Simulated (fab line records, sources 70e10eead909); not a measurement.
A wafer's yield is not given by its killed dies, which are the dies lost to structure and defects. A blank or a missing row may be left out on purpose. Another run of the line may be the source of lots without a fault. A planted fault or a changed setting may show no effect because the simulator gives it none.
Which tool is to blame?	flow nand_harc	10 lots, 30 wafers sampled, at 2 steps of a route of 1302

== WHAT EACH GAUGE READ, for each wafer ==
NHARC_A_CHANNEL_HOLE_D2_INSPECT_12.
lot	measured	on	raw_defect_count
L909	day 13 07:55	defect_inspect-01	4 4 4
L910	day 14 02:24	defect_inspect-02	6 4 4
L918	day 17 10:13	defect_inspect-02	17 22 17
L919	day 17 10:35	defect_inspect-01	60 73 56
L920	day 18 02:37	defect_inspect-01	15 8 16
L921	day 18 10:53	defect_inspect-01	628 586 577
L922	day 19 05:52	defect_inspect-02	610 581 593
L925	day 20 03:52	defect_inspect-02	58 71 59
L931	day 22 11:31	defect_inspect-01	5 2 7
L930	day 22 11:22	defect_inspect-02	7 10 9

== EACH LOT AND THE TOOL THAT RAN IT (in order: tool; ch and the chambers of the sampled wafers; start) ==
lot	NHARC_A_CHANNEL_HOLE_D2_DEP_00
L909	acl_dep-01 ch 0, day 13 05:09
L910	acl_dep-02 ch 0, day 13 23:56
L918	acl_dep-02 ch 0, day 17 07:25
L919	acl_dep-03 ch 0, day 17 08:27
L920	acl_dep-03 ch 0, day 17 23:50
L921	acl_dep-03 ch 0, day 18 07:56
L922	acl_dep-03 ch 0, day 19 03:31
L925	acl_dep-02 ch 0, day 20 01:19
L931	acl_dep-03 ch 0, day 22 09:21
L930	acl_dep-02 ch 0, day 22 09:23
- NHARC_A_CHANNEL_HOLE_D2_DEP_00: deposits aC, target thk 3100 nm.

== THE ANSWER, worked out from the rows above alone ==
Rule: the lots themselves supply what counts as usual. The widest of any qualifying gaps counts: lots, ordered by their means at a reading, are off when they make up no more than a third of the lots, leave a main group of 4 or more, and stand apart from it by 3 or more times the standard deviation of that group's means. The tables above print the reading to a certain number of digits; a main group whose means all agree to those digits is not used. A lot without any number at a reading at which 4 lots or more have one is off too. Where the step has rows for the other lots, those lots are counted as sound.
Off: L921, L922 (NHARC_A_CHANNEL_HOLE_D2_INSPECT_12, raw_defect_count). The main group: mean 22, standard deviation 24.
A tool fits if, at a process step before that reading, it ran every lot that is off, and no sound lot after the first of them. Gauges at NHARC_A_CHANNEL_HOLE_D2_INSPECT_12: tried the same way as those tools. No candidate that was tried fits.

== WHAT THE SIMULATOR PUT IN ==
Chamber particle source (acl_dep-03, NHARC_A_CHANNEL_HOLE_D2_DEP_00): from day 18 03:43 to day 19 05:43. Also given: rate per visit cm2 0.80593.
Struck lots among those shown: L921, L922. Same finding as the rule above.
